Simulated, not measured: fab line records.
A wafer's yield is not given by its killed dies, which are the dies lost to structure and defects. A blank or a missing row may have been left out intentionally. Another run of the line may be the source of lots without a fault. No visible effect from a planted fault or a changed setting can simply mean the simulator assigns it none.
A lot that was struck, set against a sound lot || flow n5Finfet || 37 steps out of a route of 1938
Sound: these wafers, L192.3, L192.5, L192.6. Wafers L188.2, L188.4, L188.6 were the ones struck. At the end, the cause is stated.
Per side, at each step with rows, come the tool, then ch with its chambers, and then its first start. Under that, the readings that differ: sound wafers || struck wafers || difference of the means || sigmas: that difference in standard deviations of wafers without a fault.
alike: readings with means less than 2 such deviations apart, plus words and numbers identical on both sides. not compared: withheld readings, readings lacking a value on some wafer, bounds such as >300 that could conceal the same value, and numbers that have no deviation in the record and whose values overlap.
Wherever a step has rows on one side only, a row that says differs or no value, or a row with sigmas, the two part there. Numbers that have no deviation but don't overlap get no sigmas and don't part them. A reading that every wafer of one side lacks parts them only if that side has two wafers or more.

first, 9 steps without rows for these wafers: N5_BEOL_M4_ANNEAL_95 (time 240 s); N5_BEOL_M4_SPUTTER_96 (material Cu, target thk 4.5 nm, time 8.29 s); N5_BEOL_M4_ECD_50 (material Cu, target thk 300 nm); N5_BEOL_M4_ANNEAL_51 (time 90 s); N5_BEOL_M4_CMP_52 (polishes, stops on SiOC, t overpolish 6.8 s, target thk 40 nm); N5_BEOL_M4_PRE_CLEAN_60 (time 15 s); N5_BEOL_M4_CO_CAP_55 (material Co, precursor CCTBA/H2, target thk 2 nm, time 102.1 s); N5_BEOL_M4_PRE_CLEAN_56 (time 15 s); N5_BEOL_M4_DEP_57 (deposits SiCN from 3MS/NH3, target thk 8 nm, time 14 s).
N5_BEOL_M4_RC_MEAS_101:
  sound on prober-01 ch 0, day 13 15:34; struck on prober-01 ch 0, day 12 06:01
  alike: DIBL_N, DIBL_P, IOFF_N, IOFF_P, ION_N, ION_P, SS_N, SS_P, VT_N, VT_P
then, 24 steps without rows for these wafers: N5_BEOL_M5_ILD_DEP_00 (deposits SiCOH lowk from DEMS/porogen, target thk 140.64 nm, time 25.9 s); N5_BEOL_M5_CURE_79 (cures SiCOH lowk, time 240 s); N5_BEOL_M5_PECVD_70 (deposits SiO2 from TEOS/O2, target thk 16 nm, time 18 s); N5_BEOL_M5_HM_DEP_02 (deposits TiN, target thk 20 nm); N5_BEOL_M5_COAT_59 (time 60 s, resist thk 60 nm); N5_BEOL_M5_COAT_60 (time 60 s, resist thk 12 nm); N5_BEOL_M5_COAT_71 (time 60 s, resist thk 5 nm); N5_BEOL_M5_COAT_05 (resist thk 30 nm); N5_BEOL_M5_EBR_07; N5_BEOL_M5_SOFTBAKE_06 (time 60 s); N5_BEOL_M5_EXPOSE_08 (exposes mask M5, target cd 28 nm); N5_BEOL_M5_PEB_09 (peb time 60 s); N5_BEOL_M5_DEVELOP_10 (develop time 30 s); N5_BEOL_M5_DESCUM_16 (chemistry O2, time 7 s); N5_BEOL_M5_ETCH_72 (etches underlayer in N2/H2, target depth 6.5 nm, time 5.2 s); N5_BEOL_M5_ETCH_61 (etches SiARC in CF4, target depth 15.6 nm, time 26 s); N5_BEOL_M5_ETCH_62 (etches SOC in N2/H2, target depth 75 nm, overetch 15 nm, time 112.5 s); N5_BEOL_M5_STRIP_63 (strips in N2/H2); N5_BEOL_M5_STRIP_73 (strips in N2/H2); N5_BEOL_M5_STRIP_64 (strips in CF4); N5_BEOL_M5_HM_OPEN_17 (chemistry Cl2/BCl3, target TiN, target depth 20 nm, overetch 6 nm); N5_BEOL_M5_STRIP_19 (strips in O2); N5_BEOL_M5_COAT_65 (time 60 s, resist thk 60 nm); N5_BEOL_M5_COAT_66 (time 60 s, resist thk 12 nm).
N5_BEOL_M8_ETCH_65: etches SiARC in CF4, target depth 15.6 nm, time 26 s.
  sound on rieDiel-03 ch 0,1,2, day 15 05:01; struck on rieDiel-05 ch 0,1, day 13 17:55
  no value came back on the struck wafers for any of 8 readings (biasW (W), cf4FlowSccm (sccm) and others); on the sound wafers biasW (W) reads 36.10 35.85 36.04
{"reading": "model.CAR-EUV_of_BEOL_M8_COAT_22.thkNm (nm)", "sound": "11.2 11 11.2", "struck": "20.4 20.4 20.4", "difference": "+9.3", "sigmas": ""}
  not compared: rfHoursCounterH
N5_BEOL_M8_ETCH_66: etches SOC in N2/H2, target depth 80 nm, overetch 16 nm, time 120 s.
  sound on rieDiel-03 ch 0,1,2, day 15 05:02; struck on rieDiel-05 ch 0,1, day 13 17:57
{"reading": "oesProductAu (a.u.)", "sound": "0.68 0.57 0.69", "struck": "0.37 0.37 0.35", "difference": -0.28, "sigmas": -4}
  alike: biasW, chamberPressureMTorr, drypumpMotorCurrentA, rfVppV, showerheadPlenumPTorr, throttleValvePct
  not compared: rfHoursCounterH
-- record jumps: 3 days separate the struck wafers' starts on either side; left off in module BEOL_M8, taken up again in module PASSIVATION, whose first shown step is the route's number 1936 --
N5_PASSIVATION_PROBE_49:
  sound on prober-02 at day 18 06:34; struck on prober-01 at day 17 00:35
{"reading": "defectLimitedYield (%)", "sound": "92.6 93.1 91.2", "struck": "0 0 0", "difference": -92, "sigmas": -71}
{"reading": "killed_at_M4_up", "sound": "12 14 11", "struck": "1102 1090 1077", "difference": "+1077", "sigmas": "+99 or more"}
{"reading": "killedDies", "sound": "87 81 104", "struck": "1180 1180 1180", "difference": "+1089", "sigmas": "+73"}
{"reading": "killedOnRim", "sound": "8 11 14", "struck": "152 152 152", "difference": "+141", "sigmas": "+35"}
{"reading": "sort_bin_5_function (%)", "sound": "3.7 4.1 4.7", "struck": "96.5 95.6 95.8", "difference": "+91.8", "sigmas": "+99 or more"}
{"reading": "sortNPass", "sound": "1093 1099 1076", "struck": "0 0 0", "difference": -1089, "sigmas": -73}
{"reading": "sortYieldPct (%)", "sound": "92.6 93.1 91.2", "struck": "0 0 0", "difference": -92, "sigmas": -71}
  alike: killed_at_M0_to_M3, killedAtContacts, killedAtFrontEnd, killedAtOther, killedOpen, killedShort, sort_bin_6_memory

## WHERE THEY PART
First at N5_BEOL_M8_ETCH_65; last, within this record, at N5_PASSIVATION_PROBE_49.

WHY: what the simulator had put in
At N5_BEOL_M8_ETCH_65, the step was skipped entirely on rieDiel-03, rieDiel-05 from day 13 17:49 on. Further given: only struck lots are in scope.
